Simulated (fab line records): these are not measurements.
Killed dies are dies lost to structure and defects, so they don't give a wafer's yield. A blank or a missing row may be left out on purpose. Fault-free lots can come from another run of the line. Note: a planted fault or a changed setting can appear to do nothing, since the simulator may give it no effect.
2 desks, one fault    flow n5_finfet    each desk has only its own numbers; what lay behind them comes last
Where a reading is given only as a bound, like >300, the bound stands for it, and a mean or a difference that rests on one is marked > or <: the true number lies beyond.

== THE DEFECT DESK ==
What the inspections along the route counted, lot by lot: means of the sampled wafers that have a number. Any lot whose mean is over 4 standard deviations away from the usual mean is out of limits and marked OUT; that distance is given in the brackets.
Columns: A = raw_defect_count at N5_BEOL_M11_INSPECT_58, usual 76; B = raw_defect_count at N5_BEOL_M12_INSPECT_12, usual 2.3
lot   first seen here  A              B
L527  day 12 05:30     76             1.3
L531  day 13 07:29     675 (+21) OUT  >300 (+99 or more) OUT
L528  day 13 08:43     644 (+20) OUT  >300 (+99 or more) OUT
L530  day 13 10:01     59             1.3
L534  day 14 08:02     636 (+19) OUT  >300 (+99 or more) OUT
Finding of this desk: L528, L531, L534 out of limits; the first was L531 at day 13 07:29, on raw_defect_count at N5_BEOL_M11_INSPECT_58. Within limits: L527, L530.

== THE TOOL OWNER'S DESK: pecvd-04 ==
The tool's own readings at N5_BEOL_M11_DEP_56 (deposits SiCN from 3MS/NH3, target thk 30 nm, time 10.5 s): means of the sampled wafers that have a number, for each lot that ran on this tool. Any lot whose mean is over 4 standard deviations away from the usual mean is out of limits and marked OUT; that distance is given in the brackets.
Columns: A = showerhead_plenum_p_Torr at N5_BEOL_M11_DEP_56, usual 4.154 Torr; B = showerhead_vpp_V at N5_BEOL_M11_DEP_56, usual 1579 V; C = throttle_valve_pct at N5_BEOL_M11_DEP_56, usual 18.0 %
lot   first seen here  A      B     C
L527  day 12 05:25     4.140  1556  17.8
L531  day 13 07:23     4.141  1593  18.4
L528  day 13 08:38     4.154  1602  18.4
L534  day 14 07:57     4.139  1584  18.4
This desk's finding: nothing out of limits on any of the 4 lots.

== PUT TOGETHER ==
The defect desk could have raised an alarm at day 13 07:29, on L528, L531, L534.
The tool owner's desk saw nothing out of limits.
Tool owner's desk: L528, L531, L534 on record, inside its limits.
Of the lots named, all ran N5_BEOL_M11_DEP_56 on pecvd-04.

== WHAT THE SIMULATOR PUT IN ==
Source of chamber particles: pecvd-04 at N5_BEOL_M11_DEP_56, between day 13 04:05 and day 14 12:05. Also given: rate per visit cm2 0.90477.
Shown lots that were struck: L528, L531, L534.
Hours from the fault's start to each desk's first reading out of limits: the defect desk, 3.
